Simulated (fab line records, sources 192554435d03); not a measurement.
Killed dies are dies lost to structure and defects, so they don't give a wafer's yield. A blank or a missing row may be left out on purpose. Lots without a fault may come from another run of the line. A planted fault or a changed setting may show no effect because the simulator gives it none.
A struck lot beside a sound one | flow n5_finfet | 36 steps out of a route of 1938
Sound: wafers L332.1, L332.3, L332.6. Struck: wafer L324.6. (L324.1, L324.4 of the same lot were not struck and are left out.) The cause comes at the end.
At each step with rows: each side's tool, then ch and its chambers, then its first start. Under that, the readings that differ: sound wafers | struck wafers | difference of the means | sigmas: that difference in standard deviations of wafers without a fault.
alike: readings whose means differ by less than 2 such deviations, and words and numbers that are the same on both sides. not compared: withheld readings, readings that some wafer has no value for, bounds like >300 that may hide the same value, and numbers for which the record gives no deviation and whose values overlap.
The two part at a step that has a row with sigmas, a row that says differs or no value, or rows on one side only. Numbers that don't overlap but have no deviation are shown without sigmas and don't part them. A reading that every wafer of one side lacks parts them only if that side has two wafers or more.

first, 9 steps without rows for these wafers: N5_BEOL_M7_ALD_77 (deposits TaN, target thk 2 nm, pulse time 2 s, purge time 3 s); N5_BEOL_M7_SURFACE_TREAT_79; N5_BEOL_M7_CVD_78 (deposits Co from CCTBA/H2, target thk 2 nm, time 142.3 s); N5_BEOL_M7_SPUTTER_48 (material Cu, target thk 10 nm, time 1.667 s); N5_BEOL_M7_ECD_50 (material Cu, target thk 300 nm); N5_BEOL_M7_ANNEAL_51 (time 90 s); N5_BEOL_M7_CMP_52 (polishes, stops on SiCOH lowk, t overpolish 6.9 s, target thk 80 nm); N5_BEOL_M7_PRE_CLEAN_55 (time 15 s); N5_BEOL_M7_DEP_56 (deposits SiCN from 3MS/NH3, target thk 10 nm, time 17.5 s).
N5_BEOL_M8_ILD_DEP_00: deposits SiCOH lowk from DEMS/porogen, target thk 179.75 nm, time 33.4 s.
  sound on pecvd-02 ch 0,1,2, day 15 06:36; struck on pecvd-03 ch 1, day 13 02:33
  reading                                            | sound           | struck | difference | sigmas
  model.SiCOH_lowk_of_BEOL_M8_ILD_DEP_00.thk_nm (nm) | 181.2 180 183.2 | 215.6  | +34.1      |
  alike: heater_power_w, showerhead_plenum_p_Torr, throttle_valve_pct
then, 1 step without rows for these wafers: N5_BEOL_M8_CURE_74 (cures SiCOH lowk, time 240 s).
N5_BEOL_M8_THK_MEAS_01:
  sound on film_metro-01, day 15 07:11; struck on film_metro-01, day 13 03:08
  reading         | sound             | struck | difference | sigmas
  M8_ILD_THK (nm) | 156.4 155.3 158.1 | 186.5  | +29.9      | +14
then, 23 steps without rows for these wafers: N5_BEOL_M8_PECVD_70 (deposits SiO2 from TEOS/O2, target thk 20 nm, time 22.7 s); N5_BEOL_M8_HM_DEP_02 (deposits TiN, target thk 20 nm); N5_BEOL_M8_COAT_59 (time 60 s, resist thk 100 nm); N5_BEOL_M8_COAT_60 (time 60 s, resist thk 35 nm); N5_BEOL_M8_COAT_05 (resist thk 90 nm); N5_BEOL_M8_EBR_07; N5_BEOL_M8_SOFTBAKE_06 (time 60 s); N5_BEOL_M8_EXPOSE_08 (exposes mask M8); N5_BEOL_M8_PEB_09 (peb time 60 s); N5_BEOL_M8_DEVELOP_10 (develop time 30 s); N5_BEOL_M8_DESCUM_16 (chemistry O2, time 7.9 s); N5_BEOL_M8_ETCH_61 (etches SiARC in CF4, target depth 45.5 nm, time 75.8 s); N5_BEOL_M8_ETCH_62 (etches SOC in N2/H2, target depth 110 nm, overetch 22 nm, time 165 s); N5_BEOL_M8_STRIP_68 (strips in N2/H2); N5_BEOL_M8_STRIP_67 (strips in CF4); N5_BEOL_M8_HM_OPEN_17 (chemistry Cl2/BCl3, target TiN, target depth 20 nm, overetch 6 nm); N5_BEOL_M8_STRIP_19 (strips in O2); N5_BEOL_M8_COAT_63 (time 60 s, resist thk 60 nm); N5_BEOL_M8_COAT_64 (time 60 s, resist thk 12 nm); N5_BEOL_M8_COAT_71 (time 60 s, resist thk 5 nm); N5_BEOL_M8_COAT_22 (resist thk 30 nm); N5_BEOL_M8_EBR_24; N5_BEOL_M8_SOFTBAKE_23 (time 60 s).
N5_BEOL_M8_CMP_52: polishes, stops on SiCOH lowk, t overpolish 6.9 s, target thk 80 nm.
  sound on cmp-01 ch 1,2,3, day 15 15:58; struck on cmp-04 ch 1, day 13 13:17
  reading                                            | sound             | struck | difference | sigmas
  edge_zone_pressure_frac                            | 0.990 1.003 0.990 | 1.005  | +0.011     | +2
  motor_current_A (A)                                | 6.2 8.4 7.4       | 5.2    | -2.1       | -2
  model.SiCOH_lowk_of_BEOL_M8_ILD_DEP_00.thk_nm (nm) | 153.2 152.2 155   | 183.4  | +29.9      |

WHERE THEY PART
First at N5_BEOL_M8_THK_MEAS_01; last, within this record, at N5_BEOL_M8_CMP_52.

WHY: what the simulator had put in
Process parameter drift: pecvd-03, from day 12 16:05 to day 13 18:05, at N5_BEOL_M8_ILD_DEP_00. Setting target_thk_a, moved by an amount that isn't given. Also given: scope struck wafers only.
